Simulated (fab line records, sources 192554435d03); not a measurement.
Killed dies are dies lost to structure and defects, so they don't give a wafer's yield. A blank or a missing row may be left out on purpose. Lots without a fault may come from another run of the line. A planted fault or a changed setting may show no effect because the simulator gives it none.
fab line records | flow n5_finfet
record lots=6 wafers=18 last_day=16
route steps=1938 shown WELL_APT@29
lots that met no fault: from a run of the same line without faults
start_h: hours from the record's first day to the start of the lot's first wafer shown | wait_h: hours since the lot's step before | " the same as in the row above | L1.1+2: a row that stands for several wafers | - no value, or no start given | * or withheld: withheld | < > ~ a bound
route shown NAME@n: a module of which the file shows steps, and the number in the route of the first | usual: mean/standard deviation of fault-free wafers | same: alike in all rows | chamber/n: place in a boat | sites: the reading at each site | _std_site: their standard deviation | _edge_site: outer sites' mean less inner sites' | radius_mm: how far each site lies from the wafer's centre | mask NAME#n: copy n | behind: the tool/chamber that last shaped the wafer | hold: why the lot was held/for how many hours/how that ended | device: the transistor (n, p or np) that didn't switch | end of line: the same wafers' tests at the end of the route | a step without rows: its recipe alone | killed: dies lost to structure and defects at the first sort, not the wafer's yield | map: a wafer's dies, x killed, . not, _ none there
set.NAME: the setting as run; set.NAME@STEP: as run at that earlier step | model.NAME: the simulator's own value behind a step, which no gauge read
lots at some steps of the route; a table a step, a row a wafer
services: from which hour (start_h, from the record's first day; less than 0 if before it) a tool's chamber was out of use, for how many hours, and why
## steps
# step N5_WELL_APT_OVL_MEAS_09
# recipe points_per_wafer=44
# usual NWELL_OVL=-1/6.5
# same points_per_wafer=44
# columns lot.wafer tool chamber start_h wait_h NWELL_OVL[nm]
L198.1 overlay-01 0 31.71 0.0 -2
L198.3 " 0 " " -3
L198.5 " 0 " " -5
L199.1 overlay-02 0 37.59 0.0 -3
L199.4 " 0 " " -3
L199.6 " 0 " " -2
L208.1 overlay-02 0 91.63 0.0 14
L208.3 " 0 " " 7
L208.4 " 0 " " 3
L210.2 overlay-01 0 103.74 0.0 -5
L210.3 " 0 " " 14
L210.5 " 0 " " 12
L211.1 overlay-01 0 109.59 0.0 0
L211.2 " 0 " " 15
L211.5 " 0 " " 4
L212.1 overlay-02 0 115.71 0.0 -2
L212.4 " 0 " " -6
L212.6 " 0 " " -1
# step N5_WELL_APT_INSPECT_10
# recipe mode=adi inspect_instrument=macro
# usual raw_defect_count=2.1/1.4
# columns lot.wafer tool chamber start_h wait_h raw_defect_count
L198.1 defect_inspect-02 - 31.74 0.0 1
L198.3 " - " " 2
L198.5 " - " " 2
L199.1 defect_inspect-01 - 37.61 0.0 2
L199.4 " - " " 1
L199.6 " - " " 1
L208.1 defect_inspect-02 - 91.65 0.0 2
L208.3 " - " " 0
L208.4 " - " " 3
L210.2 defect_inspect-02 - 103.77 0.0 1
L210.3 " - " " 1
L210.5 " - " " 4
L211.1 defect_inspect-01 - 109.61 0.0 1
L211.2 " - " " 2
L211.5 " - " " 4
L212.1 defect_inspect-01 - 115.73 0.0 3
L212.4 " - " " 2
L212.6 " - " " 2
# step N5_WELL_APT_DESCUM_13
# recipe chemistry=O2 time_s=7.9 source_power_w=50 bias_power_w=20 pressure_mtorr=20 rf_frequency_hz=2.712e+07 temp_c=40 o2_flow_sccm=225
# usual bias_power_w=20.00/0.059 drypump_motor_current_A=5.9/0.47 oes_product_au=0.78/0.076 rf_vpp_V=243.3/1.5 showerhead_plenum_p_Torr=2.10/0.066 throttle_valve_pct=20.36/0.19
# columns lot.wafer tool chamber start_h wait_h bias_power_w drypump_motor_current_A oes_product_au rf_hours_counter_h rf_vpp_V showerhead_plenum_p_Torr throttle_valve_pct
L198.1 rie_diel-04 2 31.77 0.0 19.99 6.0 0.93 18 245.3 2.21 20.21
L198.3 " 1 " " 20.08 5.8 0.74 197 243.9 2.15 20.40
L198.5 " 0 " " 19.98 5.9 0.69 - 242.2 1.96 20.76
L199.1 rie_diel-06 2 37.66 0.1 20.02 4.9 0.76 156 242.5 2.11 20.45
L199.4 " 1 " " 19.96 5.7 0.89 30 243.4 2.06 20.19
L199.6 " 2 " " 19.91 4.9 0.76 - 242.2 2.11 20.46
L208.1 rie_diel-06 1 91.69 0.0 19.94 5.7 0.88 48 243.7 2.05 20.20
L208.3 " 2 " " 19.99 4.9 0.76 174 241.6 2.10 20.52
L208.4 " 0 " " 20.06 6.4 0.78 - 244.9 2.11 20.10
L210.2 rie_diel-04 1 103.80 0.0 20.05 5.8 0.71 225 243.6 2.14 20.44
L210.3 " 0 " " 20.01 5.9 0.93 11 244.8 2.22 20.45
L210.5 " 0 " " 19.98 5.9 0.94 - 244.3 2.22 20.46
L211.1 rie_diel-04 0 109.65 0.0 20.00 5.9 0.94 13 246.9 2.22 20.48
L211.2 " 2 " " 20.00 5.9 0.87 48 245.1 2.20 20.24
L211.5 " 1 " " 20.05 5.8 0.71 - 244.1 2.14 20.46
L212.1 rie_diel-02 0 116.03 0.3 19.99 5.8 0.73 157 242.3 2.02 20.37
L212.4 " 1 " " 20.08 6.3 0.85 - 244.4 2.13 20.45
L212.6 " 0 " " 19.90 5.8 0.73 - 241.4 2.02 20.37
# step N5_WELL_APT_IMPLANT_14
# recipe species=P energy_kev=160 dose_cm2=1.5e+13 tilt_deg=0 rotation_deg=0
# step N5_WELL_APT_IMPLANT_15
# recipe species=As energy_kev=25 dose_cm2=1.5e+13 tilt_deg=0 rotation_deg=0
# step N5_WELL_APT_STRIP_16
# recipe chemistry=SPM time_s=900 temp_c=130 h2so4_h2o2_vol_ratio=4 dry=ipa_marangoni
# step N5_WELL_APT_HMDS_18
# recipe time_s=60 temp_c=120
# step N5_WELL_APT_COAT_19
# recipe spin_rpm=1357 resist_thk_nm=950
# step N5_WELL_APT_EBR_21
# recipe solvent=PGMEA ebr_width_mm=1.5
# step N5_WELL_APT_SOFTBAKE_20
# recipe temp_c=130 time_s=60
# step N5_WELL_APT_EXPOSE_22
# recipe mask_id=PWELL na=0.8 source_shape=conventional sigma_outer=0.8 polarization=unpolarized defocus_nm=0 target_cd_nm=200 dose_mj=23.2
# step N5_WELL_APT_PEB_23
# recipe peb_temp_c=130 peb_time_s=90
# step N5_WELL_APT_DEVELOP_24
# recipe develop_time_s=45 rinse_liquid=surfactant_rinse dry=air_spin dev_temp_c=21
# usual chill_plate_temp_C=23.01/0.1 develop_time_s=45/0 exhaust_pa=45.1/1
# columns lot.wafer tool chamber start_h wait_h chill_plate_temp_C develop_time_s exhaust_pa model.coat_of_WELL_APT_COAT_19.thk_nm
L198.1 litho_track-05 - 32.82 - - - - 952.2
L198.3 " - " " - - - 953.2
L198.5 " - " " - - - 952.7
L199.1 litho_track-05 - 38.60 - - - - 946.9
L199.4 " - " " - - - 950.6
L199.6 " - " " - - - 948
L208.1 litho_track-05 0 92.61 - 23.04 45 46.2 938
L208.3 " 0 " " 23.10 45 45.7 935.7
L208.4 " 0 " " 23.11 45 45.4 938.4
L210.2 litho_track-05 0 104.87 - 23.00 45 45.1 937.5
L210.3 " 0 " " 23.20 45 45.1 936.4
L210.5 " 0 " " 23.09 45 45.0 940.6
L211.1 litho_track-04 0 110.57 - 23.14 45 44.8 934.5
L211.2 " 0 " " 22.97 45 43.8 935.3
L211.5 " 0 " " 23.07 45 45.5 937.2
L212.1 litho_track-04 0 116.97 - 22.81 45 42.7 934.6
L212.4 " 0 " " 22.85 45 43.9 934.9
L212.6 " 0 " " 23.03 45 43.4 936.5
# step N5_WELL_APT_HARDBAKE_29
# recipe temp_c=130 time_s=120
# step N5_WELL_APT_CD_MEAS_25
# recipe target_cd_nm=200 landing_energy_ev=500 detector=se_inlens
# usual cd_nm=199.9/2.3
# columns lot.wafer tool chamber start_h wait_h cd_nm
L198.1 cd_sem-03 0 32.93 - -
L198.3 " 0 " " -
L198.5 " 0 " " -
L199.1 cd_sem-02 0 38.71 - -
L199.4 " 0 " " -
L199.6 " 0 " " -
L208.1 cd_sem-03 0 92.72 - 194.9
L208.3 " 0 " " 201.5
L208.4 " 0 " " 201.5
L210.2 cd_sem-01 0 104.98 - 196.1
L210.3 " 0 " " 197.1
L210.5 " 0 " " 196.5
L211.1 cd_sem-03 0 110.68 - 201.0
L211.2 " 0 " " 199.1
L211.5 " 0 " " 197.5
L212.1 cd_sem-03 0 117.08 - 200.4
L212.4 " 0 " " 201.8
L212.6 " 0 " " 198.5
# step N5_WELL_APT_OVL_MEAS_26
# recipe points_per_wafer=44
# usual PWELL_OVL=1/5.5
# same points_per_wafer=44
# columns lot.wafer tool chamber start_h wait_h PWELL_OVL[nm]
L198.1 overlay-02 0 32.96 0.0 -
L198.3 " 0 " " -
L198.5 " 0 " " -
L199.1 overlay-01 0 38.74 0.0 -
L199.4 " 0 " " -
L199.6 " 0 " " -
L208.1 overlay-02 0 92.75 0.0 0
L208.3 " 0 " " -2
L208.4 " 0 " " -1
L210.2 overlay-01 0 105.01 0.0 -1
L210.3 " 0 " " 11
L210.5 " 0 " " 9
L211.1 overlay-02 0 110.71 0.0 -3
L211.2 " 0 " " -6
L211.5 " 0 " " -6
L212.1 overlay-01 0 117.11 0.0 -4
L212.4 " 0 " " -5
L212.6 " 0 " " -9
## services
# columns tool chamber start_h hours kind
rie_diel-02 2 21.76 3.5 repair
rie_diel-06 - 25.96 1.4 repair
rie_diel-04 0 36.37 - clean
rie_diel-04 0 36.37 - consumable_replace:focus_ring
rie_diel-04 0 36.37 - consumable_replace:showerhead
rie_diel-04 0 36.37 30.8 scheduled_down
rie_diel-04 0 36.37 30.8 vent_cycle
rie_diel-02 2 45.24 3.8 repair
rie_diel-06 0 56.88 6.4 repair
rie_diel-04 - 59.92 0.3 repair
rie_diel-06 3 67.20 121.0 repair
rie_diel-02 3 68.22 5.0 repair
rie_diel-02 2 98.16 2.6 repair
rie_diel-02 3 114.24 1.8 repair
## key
first_sign step=N5_WELL_APT_DEVELOP_24 reading=tool_record direction=missing
effect step=N5_WELL_APT_CD_MEAS_25 reading=cd_nm direction=missing
effect step=N5_WELL_APT_OVL_MEAS_26 reading=PWELL_OVL direction=missing
model_effect step=N5_WELL_APT_DEVELOP_24 value=coat_of_WELL_APT_COAT_19.thk_nm without=936.4 struck=950.6
met_at N5_WELL_APT_DEVELOP_24
struck_wafers L198.1,L198.3,L198.5,L199.1,L199.4,L199.6
rows_end L198.1,L198.3,L198.5
later_rows_left_out L199.1,L199.4,L199.6
sort_left_out L199.1,L199.4,L199.6
tester_left_out L199
fault kind=skipped_step_whole tool=litho_track-05 chamber=- onset_h=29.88 steps=N5_WELL_APT_DEVELOP_24 scope=struck_lots_only
# tester_left_out: of these lots the tester's yield and bins aren't shown, on N5 and GAA mostly nor the transistor test; their killed dies are dies lost to structure and defects alone, not to doping, threshold or leakage, so they don't give the yield
# sort_left_out: the simulated sort isn't trusted on such a fault, so these wafers' sort isn't shown, and their yield isn't known
# later_rows_left_out: the simulator's readings of these wafers behind a module that went badly wrong aren't trusted and aren't shown, but for the sort
# rows_end: these wafers met a further fault down the route, and their rows from its step on are left out
